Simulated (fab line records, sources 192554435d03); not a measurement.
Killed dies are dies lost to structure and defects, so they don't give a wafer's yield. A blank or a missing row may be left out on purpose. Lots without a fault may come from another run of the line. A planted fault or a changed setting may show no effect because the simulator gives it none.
Chamber matching | flow n5_finfet | N5_MOL_CONTACT_COAG_STRIP_98 on rie_diel-04: 4 sister chambers
The step strips in N2/H2. 24 wafers are shown with their chamber, then 12 later ones without.

WAFERS WITH THEIR CHAMBER
wafer  | chamber | showerhead_plenum_p_Torr (Torr) | drypump_motor_current_A (A) | throttle_valve_pct (%)
L076.1 | 1       | 3.32                            | 6.0                         | 19.16
L076.2 | 3       | 3.33                            | 6.4                         | 19.36
L076.4 | 0       | 3.58                            | 6.1                         | 19.31
L077.3 | 0       | 3.58                            | 6.1                         | 19.34
L077.5 | 0       | 3.58                            | 6.2                         | 19.34
L077.6 | 1       | 3.32                            | 6.0                         | 19.14
L078.1 | 1       | 3.32                            | 6.1                         | 19.16
L078.5 | 1       | 3.32                            | 6.0                         | 19.15
L078.6 | 3       | 3.33                            | 6.5                         | 19.37
L079.4 | 1       | 3.32                            | 6.0                         | 19.17
L079.5 | 2       | 3.29                            | 6.0                         | 18.87
L079.6 | 3       | 3.33                            | 6.5                         | 19.39
L087.4 | 3       | 3.32                            | 6.4                         | 19.40
L087.5 | 2       | 3.28                            | 6.0                         | 18.93
L087.6 | 3       | 3.32                            | 6.4                         | 19.42
L089.1 | 2       | 3.27                            | 6.0                         | 18.95
L089.5 | 2       | 3.27                            | 6.0                         | 18.93
L089.6 | 1       | 3.31                            | 6.0                         | 18.81
L092.1 | 3       | 3.32                            | 6.5                         | 19.43
L092.2 | 1       | 3.30                            | 6.0                         | 18.84
L092.3 | 2       | 3.27                            | 6.0                         | 18.96
L093.2 | 1       | 3.30                            | 6.0                         | 18.80
L093.3 | 3       | 3.31                            | 6.5                         | 19.42
L093.4 | 2       | 3.27                            | 6.0                         | 18.94

SIGNATURES (means of the wafers above)
reading                  | chamber 0 | chamber 1 | chamber 2 | chamber 3 | scatter within a chamber
showerhead_plenum_p_Torr | 3.5800    | 3.3137    | 3.2750    | 3.3229    | 0.008
drypump_motor_current_A  | 6.133     | 6.013     | 6.000     | 6.457     | 0.0403
throttle_valve_pct       | 19.3300   | 19.0287   | 18.9300   | 19.3986   | 0.107
Rule: a wafer's distance from a chamber is the root of the sum, over the readings, of the square of ((its reading less the chamber's mean) divided by the reading's scatter). The wafer belongs to the nearest chamber; if the next one is less than 2 further off, it can't be placed. The scatter: the root of (the sum of the squares of (reading less its chamber's mean) over the shown wafers, divided by (wafers less chambers)).

WAFERS WITHOUT THEIR CHAMBER
wafer  | showerhead_plenum_p_Torr (Torr) | drypump_motor_current_A (A) | throttle_valve_pct (%)
L094.2 | 3.31                            | 6.4                         | 19.46
L094.3 | 3.30                            | 6.0                         | 18.79
L094.4 | 3.27                            | 6.0                         | 18.96
L095.1 | 3.30                            | 6.1                         | 18.82
L095.4 | 3.31                            | 6.5                         | 19.43
L095.5 | 3.27                            | 6.0                         | 18.96
L096.1 | 3.31                            | 6.5                         | 19.44
L096.2 | 3.56                            | 6.2                         | 19.39
L096.4 | 3.30                            | 6.0                         | 18.84
L097.3 | 3.30                            | 6.0                         | 18.84
L097.4 | 3.27                            | 6.0                         | 18.92
L097.5 | 3.31                            | 6.4                         | 19.44

WHICH CHAMBER EACH WENT THROUGH
wafer  | from the rows above     | in truth
L094.2 | 3                       | 3
L094.3 | can't be placed: 1 or 2 | 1
L094.4 | 2                       | 2
L095.1 | can't be placed: 1 or 2 | 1
L095.4 | 3                       | 3
L095.5 | 2                       | 2
L096.1 | 3                       | 3
L096.2 | 0                       | 0
L096.4 | can't be placed: 1 or 2 | 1
L097.3 | can't be placed: 1 or 2 | 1
L097.4 | 2                       | 2
L097.5 | 3                       | 3
Placed correctly: 8 of 12. Can't be placed from these rows: 4 (the true chamber is among the candidates in 4). Placed wrongly: 0.
